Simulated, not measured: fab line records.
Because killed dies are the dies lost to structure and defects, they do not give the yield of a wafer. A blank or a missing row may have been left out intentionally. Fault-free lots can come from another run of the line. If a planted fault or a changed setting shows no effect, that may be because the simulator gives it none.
fab line records / flow n5-finfet
record lots=7 wafers=21
route steps=1938 shown BEOL_M14@1753 BEOL_M15@1827 MIM_BOT@1833 PASSIVATION@1901
start-h: start of the lot's first displayed wafer, in hours after the record's first day / wait-h: hours since the lot's step before / " identical to the entry in the row above / L1.1+2: a row that stands for several wafers / - value missing, or start not given / * or withheld: withheld / < > ~ a bound
route shown NAME@n: NAME is a module with steps in the file, n the number in the route of the first one / usual: mean and standard deviation over wafers with no fault / same: alike in all rows / chamber/n: place in a boat / sites: each site's reading / _std_site: their standard deviation / _edge_site: mean of outer sites minus mean of inner sites / radius-mm: for every site, how far away it sits from the centre of the wafer / mask NAME#n: copy n / behind: the last tool/chamber to shape the wafer / hold: why the lot went on hold/how many hours it stayed there/how the hold came to an end / device: transistor that didn't switch, given as n, p or np / end of line: at the end of the route, the tests of the same wafers / where a step has no rows: the recipe by itself / killed: at the first sort, the dies lost to defects and structure; wafer yield is something else / map: the dies of a wafer, with x for killed, . for not killed, _ for no die there
set.NAME: setting as actually run; set.NAME@STEP: the setting as run at that earlier step / model.NAME: the simulator's own value behind a step, which no gauge read
lots where settings were altered on purpose, with a table for each step and a row for each wafer
## steps
# step N5_BEOL_M14_TRENCH_ETCH_34
# recipe chemistry=C4F8/O2/Ar target=SiO2 target-depth-a=5566.5 mask-material=SOC he-inner-torr=15 he-outer-torr=30 time-s=126.9 ion-energy-ev=800 pressure-mtorr=20 source-w=1905 bias-w=2040 Ar_flow_sccm=400 C4F8_flow_sccm=16 O2_flow_sccm=12
# usual rf-vpp-V=2223/33
lot.wafer=L074.1 tool=rie-diel-03 chamber=1 start-h=241.94 wait-h=0.0 set.bias-w=2040 rf-vpp-V=2274
lot.wafer=L074.2 tool=rie-diel-03 chamber=2 start-h=241.94 wait-h=0.0 set.bias-w=2040 rf-vpp-V=2231
lot.wafer=L074.3 tool=rie-diel-03 chamber=3 start-h=241.94 wait-h=0.0 set.bias-w=2272 rf-vpp-V=2375
lot.wafer=L079.3 tool=rie-diel-03 chamber=3 start-h=274.18 wait-h=0.0 set.bias-w=2407 rf-vpp-V=2470
lot.wafer=L079.5 tool=rie-diel-03 chamber=1 start-h=274.18 wait-h=0.0 set.bias-w=2040 rf-vpp-V=2273
lot.wafer=L079.6 tool=rie-diel-03 chamber=2 start-h=274.18 wait-h=0.0 set.bias-w=2407 rf-vpp-V=2497
lot.wafer=L084.1 tool=rie-diel-06 chamber=3 start-h=317.18 wait-h=0.0 set.bias-w=1715 rf-vpp-V=1883
lot.wafer=L084.2 tool=rie-diel-06 chamber=1 start-h=317.18 wait-h=0.0 set.bias-w=2040 rf-vpp-V=2176
lot.wafer=L084.5 tool=rie-diel-06 chamber=1 start-h=317.18 wait-h=0.0 set.bias-w=1715 rf-vpp-V=1925
lot.wafer=L087.3 tool=rie-diel-01 chamber=2 start-h=327.21 wait-h=0.0 set.bias-w=2040 rf-vpp-V=2253
lot.wafer=L087.5 tool=rie-diel-01 chamber=3 start-h=327.21 wait-h=0.0 set.bias-w=1727 rf-vpp-V=1971
lot.wafer=L087.6 tool=rie-diel-01 chamber=2 start-h=327.21 wait-h=0.0 set.bias-w=2040 rf-vpp-V=2253
lot.wafer=L088.1 tool=rie-diel-03 chamber=1 start-h=338.41 wait-h=0.0 set.bias-w=1881 rf-vpp-V=2146
lot.wafer=L088.2 tool=rie-diel-03 chamber=2 start-h=338.41 wait-h=0.0 set.bias-w=1881 rf-vpp-V=2104
lot.wafer=L088.3 tool=rie-diel-03 chamber=0 start-h=338.41 wait-h=0.0 set.bias-w=2040 rf-vpp-V=2228
lot.wafer=L092.4 tool=rie-diel-01 chamber=0 start-h=354.54 wait-h=0.0 set.bias-w=2040 rf-vpp-V=2224
lot.wafer=L092.5 tool=rie-diel-01 chamber=1 start-h=354.54 wait-h=0.0 set.bias-w=2040 rf-vpp-V=2231
lot.wafer=L092.6 tool=rie-diel-01 chamber=0 start-h=354.54 wait-h=0.0 set.bias-w=1838 rf-vpp-V=2065
lot.wafer=L095.2 tool=rie-diel-06 chamber=3 start-h=393.04 wait-h=0.0 set.bias-w=2040 rf-vpp-V=2129
lot.wafer=L095.3 tool=rie-diel-06 chamber=1 start-h=393.04 wait-h=0.0 set.bias-w=2040 rf-vpp-V=2178
lot.wafer=L095.6 tool=rie-diel-06 chamber=2 start-h=393.04 wait-h=0.0 set.bias-w=2040 rf-vpp-V=2251
# step N5_BEOL_M15_DEP_53
# recipe material=SiCN target-thk-a=500 temp-c=withheld precursor=3MS/NH3 pressure-torr=3 rf-w=675 time-s=17.8
lot.wafer=L074.1 tool=pecvd-02 chamber=0 start-h=253.62 wait-h=0.0 set.time-s=17.8 model.SiCN_of_BEOL_M15_DEP_53.thk-nm=50
lot.wafer=L074.2 tool=pecvd-02 chamber=1 start-h=253.62 wait-h=0.0 set.time-s=16.23 model.SiCN_of_BEOL_M15_DEP_53.thk-nm=45.2
lot.wafer=L074.3 tool=pecvd-02 chamber=2 start-h=253.62 wait-h=0.0 set.time-s=16.23 model.SiCN_of_BEOL_M15_DEP_53.thk-nm=44.6
lot.wafer=L079.3 tool=pecvd-04 chamber=1 start-h=283.08 wait-h=0.0 set.time-s=15.73 model.SiCN_of_BEOL_M15_DEP_53.thk-nm=43
lot.wafer=L079.5 tool=pecvd-04 chamber=1 start-h=283.08 wait-h=0.0 set.time-s=17.8 model.SiCN_of_BEOL_M15_DEP_53.thk-nm=49.6
lot.wafer=L079.6 tool=pecvd-04 chamber=2 start-h=283.08 wait-h=0.0 set.time-s=15.73 model.SiCN_of_BEOL_M15_DEP_53.thk-nm=45.2
lot.wafer=L084.1 tool=pecvd-03 chamber=2 start-h=326.89 wait-h=0.0 set.time-s=19.66 model.SiCN_of_BEOL_M15_DEP_53.thk-nm=55.4
lot.wafer=L084.2 tool=pecvd-03 chamber=1 start-h=326.89 wait-h=0.0 set.time-s=17.8 model.SiCN_of_BEOL_M15_DEP_53.thk-nm=50
lot.wafer=L084.5 tool=pecvd-03 chamber=2 start-h=326.89 wait-h=0.0 set.time-s=19.66 model.SiCN_of_BEOL_M15_DEP_53.thk-nm=57
lot.wafer=L087.3 tool=pecvd-02 chamber=0 start-h=342.68 wait-h=0.0 set.time-s=17.8 model.SiCN_of_BEOL_M15_DEP_53.thk-nm=49.6
lot.wafer=L087.5 tool=pecvd-02 chamber=2 start-h=342.68 wait-h=0.0 set.time-s=17.8 model.SiCN_of_BEOL_M15_DEP_53.thk-nm=49.4
lot.wafer=L087.6 tool=pecvd-02 chamber=1 start-h=342.68 wait-h=0.0 set.time-s=17.8 model.SiCN_of_BEOL_M15_DEP_53.thk-nm=49.8
lot.wafer=L088.1 tool=pecvd-04 chamber=2 start-h=347.98 wait-h=0.0 set.time-s=15.25 model.SiCN_of_BEOL_M15_DEP_53.thk-nm=42.4
lot.wafer=L088.2 tool=pecvd-04 chamber=0 start-h=347.98 wait-h=0.0 set.time-s=17.8 model.SiCN_of_BEOL_M15_DEP_53.thk-nm=50.4
lot.wafer=L088.3 tool=pecvd-04 chamber=1 start-h=347.98 wait-h=0.0 set.time-s=17.8 model.SiCN_of_BEOL_M15_DEP_53.thk-nm=50.2
lot.wafer=L092.4 tool=pecvd-03 chamber=2 start-h=365.48 wait-h=0.0 set.time-s=17.8 model.SiCN_of_BEOL_M15_DEP_53.thk-nm=51.2
lot.wafer=L092.5 tool=pecvd-03 chamber=2 start-h=365.48 wait-h=0.0 set.time-s=17.8 model.SiCN_of_BEOL_M15_DEP_53.thk-nm=51.4
lot.wafer=L092.6 tool=pecvd-03 chamber=1 start-h=365.48 wait-h=0.0 set.time-s=17.8 model.SiCN_of_BEOL_M15_DEP_53.thk-nm=50
lot.wafer=L095.2 tool=pecvd-03 chamber=1 start-h=400.87 wait-h=0.0 set.time-s=17.8 model.SiCN_of_BEOL_M15_DEP_53.thk-nm=50.8
lot.wafer=L095.3 tool=pecvd-03 chamber=2 start-h=400.87 wait-h=0.0 set.time-s=17.8 model.SiCN_of_BEOL_M15_DEP_53.thk-nm=51
lot.wafer=L095.6 tool=pecvd-03 chamber=0 start-h=400.87 wait-h=0.0 set.time-s=17.8 model.SiCN_of_BEOL_M15_DEP_53.thk-nm=51.6
# step N5_MIM_BOT_SPUTTER_00
# recipe material=TiN target-thk-a=350 temp-c=200 power-w=3000 chamber-pressure-pa=0.49996 gas=Ar reactive-partial-pa=0.37997 time-s=89.7
lot.wafer=L074.1 tool=pvd-sputter-03 chamber=- start-h=257.25 wait-h=0.0 set.power-w=3000 model.TiN_of_MIM_BOT_SPUTTER_00.thk-nm=35.6
lot.wafer=L074.2 tool=pvd-sputter-03 chamber=- start-h=257.25 wait-h=0.0 set.power-w=3463 model.TiN_of_MIM_BOT_SPUTTER_00.thk-nm=41.4
lot.wafer=L074.3 tool=pvd-sputter-03 chamber=- start-h=257.25 wait-h=0.0 set.power-w=3000 model.TiN_of_MIM_BOT_SPUTTER_00.thk-nm=35.4
lot.wafer=L079.3 tool=pvd-sputter-01 chamber=- start-h=285.62 wait-h=0.0 set.power-w=3000 model.TiN_of_MIM_BOT_SPUTTER_00.thk-nm=35
lot.wafer=L079.5 tool=pvd-sputter-01 chamber=- start-h=285.62 wait-h=0.0 set.power-w=3000 model.TiN_of_MIM_BOT_SPUTTER_00.thk-nm=34
lot.wafer=L079.6 tool=pvd-sputter-01 chamber=- start-h=285.62 wait-h=0.0 set.power-w=3192 model.TiN_of_MIM_BOT_SPUTTER_00.thk-nm=37.2
lot.wafer=L084.1 tool=pvd-sputter-02 chamber=- start-h=328.80 wait-h=0.0 set.power-w=3000 model.TiN_of_MIM_BOT_SPUTTER_00.thk-nm=35.2
lot.wafer=L084.2 tool=pvd-sputter-02 chamber=- start-h=328.80 wait-h=0.0 set.power-w=3000 model.TiN_of_MIM_BOT_SPUTTER_00.thk-nm=35.8
lot.wafer=L084.5 tool=pvd-sputter-02 chamber=- start-h=328.80 wait-h=0.0 set.power-w=2864 model.TiN_of_MIM_BOT_SPUTTER_00.thk-nm=33.6
lot.wafer=L087.3 tool=pvd-sputter-01 chamber=- start-h=345.54 wait-h=0.0 set.power-w=3000 model.TiN_of_MIM_BOT_SPUTTER_00.thk-nm=35.2
lot.wafer=L087.5 tool=pvd-sputter-01 chamber=- start-h=345.54 wait-h=0.0 set.power-w=3000 model.TiN_of_MIM_BOT_SPUTTER_00.thk-nm=34.2
lot.wafer=L087.6 tool=pvd-sputter-01 chamber=- start-h=345.54 wait-h=0.0 set.power-w=3000 model.TiN_of_MIM_BOT_SPUTTER_00.thk-nm=35
lot.wafer=L088.1 tool=pvd-sputter-01 chamber=- start-h=350.08 wait-h=0.0 set.power-w=2471 model.TiN_of_MIM_BOT_SPUTTER_00.thk-nm=28.6
lot.wafer=L088.2+3 tool=pvd-sputter-01 chamber=- start-h=350.08 wait-h=0.0 set.power-w=3000 model.TiN_of_MIM_BOT_SPUTTER_00.thk-nm=35.8
lot.wafer=L092.4 tool=pvd-sputter-01 chamber=- start-h=367.25 wait-h=0.0 set.power-w=3000 model.TiN_of_MIM_BOT_SPUTTER_00.thk-nm=35.2
lot.wafer=L092.5 tool=pvd-sputter-01 chamber=- start-h=367.25 wait-h=0.0 set.power-w=3000 model.TiN_of_MIM_BOT_SPUTTER_00.thk-nm=35.4
lot.wafer=L092.6 tool=pvd-sputter-01 chamber=- start-h=367.25 wait-h=0.0 set.power-w=3000 model.TiN_of_MIM_BOT_SPUTTER_00.thk-nm=34.4
lot.wafer=L095.2 tool=pvd-sputter-01 chamber=- start-h=403.01 wait-h=0.0 set.power-w=3000 model.TiN_of_MIM_BOT_SPUTTER_00.thk-nm=34.4
lot.wafer=L095.3 tool=pvd-sputter-01 chamber=- start-h=403.01 wait-h=0.0 set.power-w=3000 model.TiN_of_MIM_BOT_SPUTTER_00.thk-nm=34.2
lot.wafer=L095.6 tool=pvd-sputter-01 chamber=- start-h=403.01 wait-h=0.0 set.power-w=3000 model.TiN_of_MIM_BOT_SPUTTER_00.thk-nm=34.6
# step N5_PASSIVATION_EXPOSE_27
# recipe mask-id=PAD na=0.55 source-shape=conventional sigma-outer=0.8 polarization=unpolarized defocus-nm=0 dose-mj=32.3
lot.wafer=L074.1 tool=krf-scanner-01 chamber=0 start-h=266.17 wait-h=- mask=PAD#0 set.dose-mj=33.2
lot.wafer=L074.2+3 tool=krf-scanner-01 chamber=0 start-h=266.17 wait-h=- mask=PAD#0 set.dose-mj=32.3
lot.wafer=L079.3+5 tool=krf-scanner-02 chamber=0 start-h=293.91 wait-h=- mask=PAD#0 set.dose-mj=32.3
lot.wafer=L079.6 tool=krf-scanner-02 chamber=0 start-h=293.91 wait-h=- mask=PAD#0 set.dose-mj=34.61
lot.wafer=L084.1+2+5 tool=krf-scanner-01 chamber=0 start-h=335.87 wait-h=- mask=PAD#0 set.dose-mj=32.3
lot.wafer=L087.3+6 tool=krf-scanner-01 chamber=0 start-h=351.94 wait-h=- mask=PAD#0 set.dose-mj=33.89
lot.wafer=L087.5 tool=krf-scanner-01 chamber=0 start-h=351.94 wait-h=- mask=PAD#0 set.dose-mj=32.3
lot.wafer=L088.1+2 tool=krf-scanner-01 chamber=0 start-h=359.81 wait-h=- mask=PAD#0 set.dose-mj=31.33
lot.wafer=L088.3 tool=krf-scanner-01 chamber=0 start-h=359.81 wait-h=- mask=PAD#0 set.dose-mj=32.3
lot.wafer=L092.4+5+6 tool=krf-scanner-02 chamber=0 start-h=375.45 wait-h=- mask=PAD#0 set.dose-mj=32.3
lot.wafer=L095.2+3+6 tool=krf-scanner-01 chamber=0 start-h=411.00 wait-h=- mask=PAD#0 set.dose-mj=32.3
# step N5_PASSIVATION_PEB_28
# recipe peb-temp-c=withheld peb-time-s=*
# step N5_PASSIVATION_DEVELOP_29
# recipe develop-time-s=60 rinse-liquid=diw dry=air-spin dev-temp-c=21
# step N5_PASSIVATION_HARDBAKE_31
# recipe temp-c=130 time-s=120
# step N5_PASSIVATION_CD_MEAS_30
# recipe target-cd-nm=4000 landing-energy-ev=500 detector=se-inlens polarity=opening
# usual cd-nm=3999.4/1.9
lot.wafer=L074.1 tool=cd-sem-02 chamber=0 start-h=266.34 wait-h=- set.dose-mj@PASSIVATION_EXPOSE_27=33.2 cd-nm=4008.7
lot.wafer=L074.2 tool=cd-sem-02 chamber=0 start-h=266.34 wait-h=- set.dose-mj@PASSIVATION_EXPOSE_27=32.3 cd-nm=3997.8
lot.wafer=L074.3 tool=cd-sem-02 chamber=0 start-h=266.34 wait-h=- set.dose-mj@PASSIVATION_EXPOSE_27=32.3 cd-nm=3999.7
lot.wafer=L079.3 tool=cd-sem-03 chamber=0 start-h=294.07 wait-h=- set.dose-mj@PASSIVATION_EXPOSE_27=32.3 cd-nm=3999.1
lot.wafer=L079.5 tool=cd-sem-03 chamber=0 start-h=294.07 wait-h=- set.dose-mj@PASSIVATION_EXPOSE_27=32.3 cd-nm=4001.2
lot.wafer=L079.6 tool=cd-sem-03 chamber=0 start-h=294.07 wait-h=- set.dose-mj@PASSIVATION_EXPOSE_27=34.61 cd-nm=4012.2
lot.wafer=L084.1 tool=cd-sem-02 chamber=0 start-h=336.05 wait-h=- set.dose-mj@PASSIVATION_EXPOSE_27=32.3 cd-nm=4002.0
lot.wafer=L084.2 tool=cd-sem-02 chamber=0 start-h=336.05 wait-h=- set.dose-mj@PASSIVATION_EXPOSE_27=32.3 cd-nm=4003.4
lot.wafer=L084.5 tool=cd-sem-02 chamber=0 start-h=336.05 wait-h=- set.dose-mj@PASSIVATION_EXPOSE_27=32.3 cd-nm=3997.0
lot.wafer=L087.3 tool=cd-sem-01 chamber=0 start-h=352.10 wait-h=- set.dose-mj@PASSIVATION_EXPOSE_27=33.89 cd-nm=4007.1
lot.wafer=L087.5 tool=cd-sem-01 chamber=0 start-h=352.10 wait-h=- set.dose-mj@PASSIVATION_EXPOSE_27=32.3 cd-nm=3999.2
lot.wafer=L087.6 tool=cd-sem-01 chamber=0 start-h=352.10 wait-h=- set.dose-mj@PASSIVATION_EXPOSE_27=33.89 cd-nm=4008.8
lot.wafer=L088.1 tool=cd-sem-02 chamber=0 start-h=359.98 wait-h=- set.dose-mj@PASSIVATION_EXPOSE_27=31.33 cd-nm=3992.7
lot.wafer=L088.2 tool=cd-sem-02 chamber=0 start-h=359.98 wait-h=- set.dose-mj@PASSIVATION_EXPOSE_27=31.33 cd-nm=3993.2
lot.wafer=L088.3 tool=cd-sem-02 chamber=0 start-h=359.98 wait-h=- set.dose-mj@PASSIVATION_EXPOSE_27=32.3 cd-nm=3996.9
lot.wafer=L092.4 tool=cd-sem-02 chamber=0 start-h=375.61 wait-h=- set.dose-mj@PASSIVATION_EXPOSE_27=32.3 cd-nm=3999.3
lot.wafer=L092.5 tool=cd-sem-02 chamber=0 start-h=375.61 wait-h=- set.dose-mj@PASSIVATION_EXPOSE_27=32.3 cd-nm=4000.1
lot.wafer=L092.6 tool=cd-sem-02 chamber=0 start-h=375.61 wait-h=- set.dose-mj@PASSIVATION_EXPOSE_27=32.3 cd-nm=3999.1
lot.wafer=L095.2 tool=cd-sem-01 chamber=0 start-h=411.17 wait-h=- set.dose-mj@PASSIVATION_EXPOSE_27=32.3 cd-nm=3997.5
lot.wafer=L095.3 tool=cd-sem-01 chamber=0 start-h=411.17 wait-h=- set.dose-mj@PASSIVATION_EXPOSE_27=32.3 cd-nm=3998.5
lot.wafer=L095.6 tool=cd-sem-01 chamber=0 start-h=411.17 wait-h=- set.dose-mj@PASSIVATION_EXPOSE_27=32.3 cd-nm=3997.7
## key
split step=N5_BEOL_M14_TRENCH_ETCH_34 setting=bias-w stated=2040 by=wafer
response step=N5_BEOL_M14_TRENCH_ETCH_34 reading=rf-vpp-V change=+14.8 per=1% r=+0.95
split step=N5_BEOL_M15_DEP_53 setting=time-s stated=17.8 by=wafer
response step=N5_BEOL_M15_DEP_53 reading=model.SiCN_of_BEOL_M15_DEP_53.thk-nm change=+0.544 per=1% r=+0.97
split step=N5_MIM_BOT_SPUTTER_00 setting=power-w stated=3000 by=wafer
response step=N5_MIM_BOT_SPUTTER_00 reading=model.TiN_of_MIM_BOT_SPUTTER_00.thk-nm change=+0.399 per=1% r=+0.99
split step=N5_PASSIVATION_EXPOSE_27 setting=dose-mj stated=32.3 by=wafer
response step=N5_PASSIVATION_CD_MEAS_30 reading=cd-nm change=+1.82 per=1% r=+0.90
